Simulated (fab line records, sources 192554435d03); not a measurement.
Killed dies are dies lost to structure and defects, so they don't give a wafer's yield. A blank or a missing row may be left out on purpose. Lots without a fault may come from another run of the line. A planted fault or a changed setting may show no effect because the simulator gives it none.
fab line records | flow n5_finfet
record lots=5 wafers=14 last_day=18
route steps=1938 shown BEOL_M13@1694 PASSIVATION@1936
lots that met no fault: from a run of the same line without faults
start_h: hours from the record's first day to the start of the lot's first wafer shown | wait_h: hours since the lot's step before | " the same as in the row above | L1.1+2: a row that stands for several wafers | - no value, or no start given | * or withheld: withheld | < > ~ a bound
route shown NAME@n: a module of which the file shows steps, and the number in the route of the first | usual: mean/standard deviation of fault-free wafers | same: alike in all rows | chamber/n: place in a boat | sites: the reading at each site | _std_site: their standard deviation | _edge_site: outer sites' mean less inner sites' | radius_mm: how far each site lies from the wafer's centre | mask NAME#n: copy n | behind: the tool/chamber that last shaped the wafer | hold: why the lot was held/for how many hours/how that ended | device: the transistor (n, p or np) that didn't switch | end of line: the same wafers' tests at the end of the route | a step without rows: its recipe alone | killed: dies lost to structure and defects at the first sort, not the wafer's yield | map: a wafer's dies, x killed, . not, _ none there
set.NAME: the setting as run; set.NAME@STEP: as run at that earlier step | model.NAME: the simulator's own value behind a step, which no gauge read
lots at some steps of the route; a table a step, a row a wafer
services: from which hour (start_h, from the record's first day; less than 0 if before it) a tool's chamber was out of use, for how many hours, and why
## steps
# step N5_BEOL_M13_ETCH_68
# recipe chemistry=N2/H2 target=SOC mask_material=SiARC source_w=3000 bias_w=350 temp_c=40 time_s=355 ion_energy_ev=200 pressure_mtorr=30 n2_flow_sccm=200 h2_flow_sccm=200
# usual drypump_motor_current_A=5.7/0.44 oes_product_au=0.77/0.096 rf_vpp_V=523.2/2.7 showerhead_plenum_p_Torr=2.52/0.094 throttle_valve_pct=17.88/0.27
# columns lot.wafer tool chamber start_h wait_h drypump_motor_current_A oes_product_au rf_hours_counter_h rf_vpp_V showerhead_plenum_p_Torr throttle_valve_pct
L825.2 rie_diel-03 1 273.08 0.1 5.1 0.99 3 523.6 2.51 17.97
L825.3 " 3 " " 5.2 0.73 181 521.1 2.42 17.92
L825.5 " 0 " " 5.4 0.71 - 525.1 2.64 18.21
L829.2 rie_diel-02 3 292.08 0.1 5.3 0.80 108 524.0 2.54 17.50
L829.3 " 1 " " 5.6 0.73 177 519.4 2.42 18.02
L829.4 " 2 " " 5.9 0.73 175 524.4 2.53 17.83
L839.5 rie_diel-03 3 356.71 0.1 5.2 0.71 - 519.8 2.41 17.97
L839.6 " 0 " " 5.4 0.69 - 525.0 2.63 18.28
L844.3 rie_diel-01 2 372.42 0.1 6.1 0.68 221 524.9 2.62 17.63
L844.4 " 0 " " 6.5 0.68 237 523.0 2.49 17.59
L844.5 " 2 " " 6.1 0.69 - 525.8 2.62 17.62
L845.2 rie_diel-01 3 398.71 0.1 6.1 0.93 12 529.1 2.70 17.97
L845.4 " 1 " " 5.3 0.71 227 521.6 2.41 18.16
L845.6 " 0 " " 6.4 0.69 - 521.5 2.49 17.62
# step N5_BEOL_M13_STRIP_69
# recipe chemistry=N2/H2 temp_c=40 n2_flow_sccm=200 h2_flow_sccm=200 rf_frequency_hz=6e+07
# step N5_BEOL_M13_TRENCH_ETCH_34
# recipe chemistry=C4F8/O2/Ar target=SiOC target_depth_a=4134.7 mask_material=SOC pressure_mtorr=30 source_w=3000 bias_w=700 Ar_flow_sccm=400 C4F8_flow_sccm=15 O2_flow_sccm=8 he_inner_torr=15 he_outer_torr=30 time_s=162.6 ion_energy_ev=250
# usual C4F8_flow_sccm=15.00/0.046 drypump_motor_current_A=5.7/0.44 oes_product_au=0.77/0.095 rf_vpp_V=665/3.4 showerhead_plenum_p_Torr=3.38/0.11 throttle_valve_pct=24.25/0.27
# columns lot.wafer tool chamber start_h wait_h C4F8_flow_sccm drypump_motor_current_A oes_product_au rf_hours_counter_h rf_vpp_V showerhead_plenum_p_Torr throttle_valve_pct
L825.2 rie_diel-03 1 273.30 0.0 14.99 5.1 0.97 3 664 3.36 24.39
L825.3 " 3 " " 14.99 5.2 0.73 181 660 3.27 24.39
L825.5 " 0 " " 14.93 5.4 0.72 - 667 3.50 24.45
L829.2 rie_diel-02 3 292.30 0.0 14.99 5.3 0.81 108 667 3.44 24.09
L829.3 " 1 " " 15.00 5.6 0.73 177 661 3.28 24.54
L829.4 " 2 " " 15.03 5.9 0.73 175 664 3.42 24.34
L839.5 rie_diel-03 3 356.90 0.1 15.06 5.2 0.71 - 661 3.26 24.43
L839.6 " 0 " " 15.02 5.4 0.69 - 668 3.49 24.49
L844.3 rie_diel-01 2 372.65 0.0 14.92 6.1 0.68 221 668 3.48 23.83
L844.4 " 0 " " 15.01 6.4 0.69 237 666 3.35 23.94
L844.5 " 2 " " 15.01 6.1 0.69 - 667 3.48 23.84
L845.2 rie_diel-01 3 398.93 0.0 14.98 6.0 0.91 12 671 3.62 24.48
L845.4 " 1 " " 15.00 5.3 0.70 227 661 3.22 24.34
L845.6 " 0 " " 15.04 6.4 0.67 - 664 3.34 23.94
# step N5_BEOL_M13_STRIP_70
# recipe chemistry=C4F8/O2/Ar resist=SiARC rf_frequency_hz=6e+07
# step N5_BEOL_M13_OCD_MEAS_35
# usual trench_depth_nm=410/9.9
# columns lot.wafer tool chamber start_h wait_h trench_depth_nm
L825.2 ocd-02 - 273.48 0.0 423
L825.3 " - " " 408
L825.5 " - " " 408
L829.2 ocd-01 - 292.48 0.0 421
L829.3 " - " " 394
L829.4 " - " " 407
L839.5 ocd-01 - 357.01 0.0 400
L839.6 " - " " 404
L844.3 ocd-01 - 372.82 0.0 400
L844.4 " - " " 400
L844.5 " - " " 402
L845.2 ocd-02 - 399.11 0.0 405
L845.4 " - " " 405
L845.6 " - " " 393
# step N5_BEOL_M13_STRIP_37
# recipe chemistry=N2/H2 power_w=1000 temp_c=250 h2_frac=0.65 overash_fraction=0.3 pressure_mtorr=withheld n2_flow_sccm=1750 h2_flow_sccm=3250
# step N5_BEOL_M13_ETCH_38
# recipe chemistry=CF4/N2 target=SiCN target_depth_a=675 taper_deg=2 time_s=71.9 ion_energy_ev=150 mask_material=SiO2 pressure_mtorr=40 source_w=430 bias_w=70 Ar_flow_sccm=100 cf4_flow_sccm=60 n2_flow_sccm=60
# usual drypump_motor_current_A=5.6/0.39 oes_product_au=0.78/0.094 rf_vpp_V=381.7/2 showerhead_plenum_p_Torr=2.18/0.073 throttle_valve_pct=15.59/0.23
# columns lot.wafer tool chamber start_h wait_h drypump_motor_current_A oes_product_au rf_hours_counter_h rf_vpp_V showerhead_plenum_p_Torr throttle_valve_pct
L825.2 rie_diel-03 3 273.61 - 5.2 0.71 182 381.1 2.11 15.68
L825.3 " 1 " " 5.1 0.96 3 382.0 2.17 15.48
L825.5 " 0 " " 5.4 0.71 - 383.1 2.28 15.89
L829.2 rie_diel-01 3 293.29 - 6.1 0.71 234 379.2 2.09 15.98
L829.3 " 2 " " 6.1 0.71 192 384.4 2.27 15.31
L829.4 " 0 " " 6.4 0.71 209 380.3 2.17 15.29
L839.5 rie_diel-03 0 360.33 - 5.4 0.70 - 383.7 2.27 15.97
L839.6 " 3 " " 5.2 0.70 - 379.1 2.10 15.75
L844.3 rie_diel-02 2 373.50 - 5.8 0.70 191 381.6 2.19 15.63
L844.4 " 0 " " 5.6 0.84 52 380.6 2.25 15.16
L844.5 " 0 " " 5.6 0.84 - 383.0 2.25 15.17
L845.2 rie_diel-02 3 400.08 - 5.3 0.77 138 381.9 2.22 15.44
L845.4 " 2 " " 5.8 0.69 198 381.5 2.19 15.64
L845.6 " 0 " " 5.6 0.83 - 383.3 2.25 15.19
# step N5_BEOL_M13_PRECLEAN_39
# recipe chemistry=residue_remover time_s=60 temp_c=40
# step N5_BEOL_M13_SRD_40
# recipe time_s=30 temp_c=23 rinse_liquid=diw dry=n2_spin spin_rpm=1500 dry_time_s=30
# step N5_BEOL_M13_DEGAS_41
# recipe ambient=vacuum temp_c=250 time_s=60
# step N5_BEOL_M13_PRE_CLEAN_42
# recipe gas=H2/He time_s=30 temp_c=250
# usual heater_power_w=368/27 susceptor_temp_C=249.99/0.18
# columns lot.wafer tool chamber start_h wait_h heater_power_w susceptor_temp_C
L825.2 pvd_sputter-03 - 274.06 0.0 345 249.92
L825.3 " - " " 371 249.87
L825.5 " - " " 349 249.92
L829.2 pvd_sputter-01 - 293.90 0.0 352 249.98
L829.3 " - " " 399 249.95
L829.4 " - " " 375 250.15
L839.5 pvd_sputter-01 - 360.77 0.0 373 250.15
L839.6 " - " " 352 249.58
L844.3 pvd_sputter-03 - 373.99 0.0 352 250.07
L844.4 " - " " 322 250.16
L844.5 " - " " 393 249.93
L845.2 pvd_sputter-03 - 400.91 0.0 393 249.99
L845.4 " - " " 369 250.01
L845.6 " - " " 376 250.25
# step N5_BEOL_M13_SPUTTER_43
# recipe material=TaN target_thk_a=150 temp_c=50 bias_v=168.6 power_w=15000 chamber_pressure_pa=0.12 time_s=24.19
# step N5_BEOL_M13_SPUTTER_44
# recipe material=Ta target_thk_a=100 temp_c=50 bias_v=80 power_w=15000 chamber_pressure_pa=0.07 time_s=16.13
# usual susceptor_temp_C=49.97/0.12 throttle_valve_pct=29.7/1.1
# columns lot.wafer tool chamber start_h wait_h susceptor_temp_C throttle_valve_pct model.Ta_of_BEOL_M13_SPUTTER_44.thk_nm
L825.2 pvd_sputter-03 - 274.18 0.0 49.99 30.7 9.6
L825.3 " - " " 49.85 28.6 10
L825.5 " - " " 50.08 31.3 9.6
L829.2 pvd_sputter-01 - 294.02 0.0 50.01 31.2 10.2
L829.3 " - " " 50.06 30.6 10
L829.4 " - " " 50.21 27.6 10.2
L839.5 pvd_sputter-01 - 360.91 0.0 50.04 27.5 10.2
L839.6 " - " " - 31.1 7
L844.3 pvd_sputter-03 - 374.11 0.0 49.95 30.8 10
L844.4 " - " " 49.91 30.4 10
L844.5 " - " " 49.75 29.7 10
L845.2 pvd_sputter-03 - 401.03 0.0 49.99 29.8 9.8
L845.4 " - " " 49.97 28.5 10.2
L845.6 " - " " 49.75 28.8 10
# step N5_BEOL_M13_SPUTTER_45
# recipe material=Cu target_thk_a=800 temp_c=-20 bias_v=60 power_w=26000 chamber_pressure_pa=0.13 time_s=13.33
# usual susceptor_temp_C=-20.00/0.11 throttle_valve_pct=29.6/1.1
# columns lot.wafer tool chamber start_h wait_h susceptor_temp_C throttle_valve_pct
L825.2 pvd_sputter-03 - 274.26 0.0 -20.11 30.6
L825.3 " - " " -20.10 28.7
L825.5 " - " " -20.06 30.7
L829.2 pvd_sputter-01 - 294.10 0.0 -20.05 31.2
L829.3 " - " " -20.03 30.7
L829.4 " - " " -19.83 27.7
L839.5 pvd_sputter-01 - 360.99 0.0 -20.09 27.7
L839.6 " - " " -19.97 31.1
L844.3 pvd_sputter-03 - 374.19 0.0 -20.16 30.9
L844.4 " - " " -20.14 30.0
L844.5 " - " " -19.94 29.7
L845.2 pvd_sputter-03 - 401.11 0.0 -19.86 29.8
L845.4 " - " " -20.04 28.6
L845.6 " - " " -19.90 28.6
# step N5_BEOL_M13_ECD_47
# recipe material=Cu target_thk_a=9360
# step N5_BEOL_M13_ANNEAL_48
# recipe temp_c=225 time_s=90 ambient=N2
# step N5_BEOL_M13_CMP_49
# recipe stop_on=SiOC t_overpolish_s=17.1 down_force_psi=1 platen_rpm=50 clearing_platen_down_force_psi=1.5 clearing_platen_rpm=50 post_cmp_clean=cu_alkaline target_thk_nm=420 clearing_platen_pad_velocity_m_s=0.99484 pad_velocity_m_s=0.99484
# usual barrier_field_endpoint_s=30.0/0.82 motor_current_A=6.1/0.67
# columns lot.wafer tool chamber start_h wait_h barrier_field_endpoint_s motor_current_A
L825.2 cmp-01 2 275.94 0.4 28.5 6.1
L825.3 " 3 " " 30.0 5.4
L825.5 " 2 " " 28.7 6.2
L829.3 cmp-03 1 294.78 0.2 29.0 7.2
L829.2 " 2 " " 29.2 6.0
L829.4 " 3 " " 30.1 6.0
L839.5 cmp-04 2 361.67 0.2 29.2 5.4
L839.6 " 3 " " 26.9 6.1
L844.3 cmp-01 3 374.80 0.2 29.4 5.4
L844.4 " 1 " " 30.5 5.4
L844.5 " 2 " " 29.3 6.6
L845.2 cmp-03 1 401.69 0.2 29.5 7.3
L845.4 " 3 " " 30.1 5.8
L845.6 " 1 " " 29.4 7.6
# step N5_BEOL_M13_THK_MEAS_50
# recipe thk_meas_gauge=xrf reads=Cu_of_BEOL_M13_ECD_47
# usual M13_THK=416/11
# columns lot.wafer tool chamber start_h wait_h M13_THK[nm]
L825.2 film_metro-01 - 276.23 - 427
L825.3 " - " " 411
L825.5 " - " " 411
L829.2 film_metro-02 - 295.08 - 429
L829.3 " - " " 400
L829.4 " - " " 412
L839.5 film_metro-01 - 361.82 - 400
L839.6 " - " " 407
L844.3 film_metro-01 - 375.06 - 402
L844.4 " - " " 402
L844.5 " - " " 405
L845.2 film_metro-01 - 401.98 - 408
L845.4 " - " " 408
L845.6 " - " " 395
# step N5_PASSIVATION_PROBE_49
# usual defect_limited_yield=91.3/1.4 killed_at_M0_to_M3=33/9.9 killed_at_M4_up=15/5.6 killed_at_contacts=13/5.7 killed_at_front_end=38/12 killed_at_other=4/3.1 killed_dies=103/17 killed_open=66/13 killed_short=32/7.8 sort_bin_4_leakage=0.02/0.16 sort_bin_5_function=5.1/0.95 sort_bin_6_memory=3.2/0.68 sort_n_pass=1077/17 sort_yield_pct=91.3/1.5
# same gross_dies=1180 killed_at_back_side=0 sort_bin_8_speed[%]=0
# columns lot.wafer tool chamber start_h wait_h defect_limited_yield[%] killed_at_M0_to_M3 killed_at_M4_up killed_at_contacts killed_at_front_end killed_at_other killed_dies killed_open killed_short sort_bin_4_leakage[%] sort_bin_5_function[%] sort_bin_6_memory[%] sort_n_pass sort_yield_pct[%]
L839.6 prober-01 - 389.29 0.3 91.2 34 19 7 31 13 104 58 34 0 5.8 2.7 1076 91.2
# killed by level:class
L839.6 BEOL_M4:geometric_particle:open=12 PASSIVATION:area_etch=9 BEOL_M0_SAQP:geometric_particle:open=8 FIN_SAQP:geometric_particle:open=6 BEOL_M3:geometric_particle:open=6 MOL_CONTACT_COAG:geometric_particle:open=5 STI_FIN_REVEAL:geometric_particle:open=4 BEOL_M0_SAQP:geometric_particle:short=4
## services
# columns tool chamber start_h hours kind
cmp-01 - 253.92 8.5 pm
cmp-04 - 261.59 0.5 repair
cmp-04 - 281.53 0.5 repair
rie_diel-02 1 285.26 2.9 repair
cmp-03 - 296.81 5.0 repair
cmp-03 - 304.61 1.0 repair
cmp-01 - 308.38 0.3 repair
rie_diel-02 2 311.15 15.1 repair
cmp-01 - 313.28 1.9 repair
rie_diel-03 2 315.58 9.5 repair
rie_diel-01 3 344.62 - clean
rie_diel-01 3 344.62 - consumable_replace:focus_ring
rie_diel-01 3 344.62 - consumable_replace:showerhead
rie_diel-01 3 344.62 16.0 scheduled_down
rie_diel-01 3 344.62 16.0 vent_cycle
rie_diel-01 - 347.50 0.1 repair
cmp-01 - 351.30 0.3 repair
cmp-01 - 352.73 2.3 repair
rie_diel-02 - 355.65 15.6 pm
rie_diel-03 0 365.55 - clean
cmp-03 - 383.67 2.2 repair
pvd_sputter-01 - 395.83 3.8 repair
pvd_sputter-03 - 397.76 2.9 repair
cmp-04 - 400.56 0.6 repair
## key
first_sign step=N5_BEOL_M13_CMP_49 reading=barrier_field_endpoint_s direction=down sigmas=3.8 usual=30.0 struck=26.9
effect none on later readings
model_effect step=N5_BEOL_M13_SPUTTER_44 value=Ta_of_BEOL_M13_SPUTTER_44.thk_nm without=10.2 struck=7
met_at N5_BEOL_M13_SPUTTER_44
struck_wafers L839.6
onset_between 294.02 360.91
fault kind=process_parameter_drift tool=pvd_sputter-01 chamber=- onset_h=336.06 steps=N5_BEOL_M13_SPUTTER_44 channel=time_s offset=* shape=step end_h=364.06 scope=struck_wafers_only acts_in=* stated=*
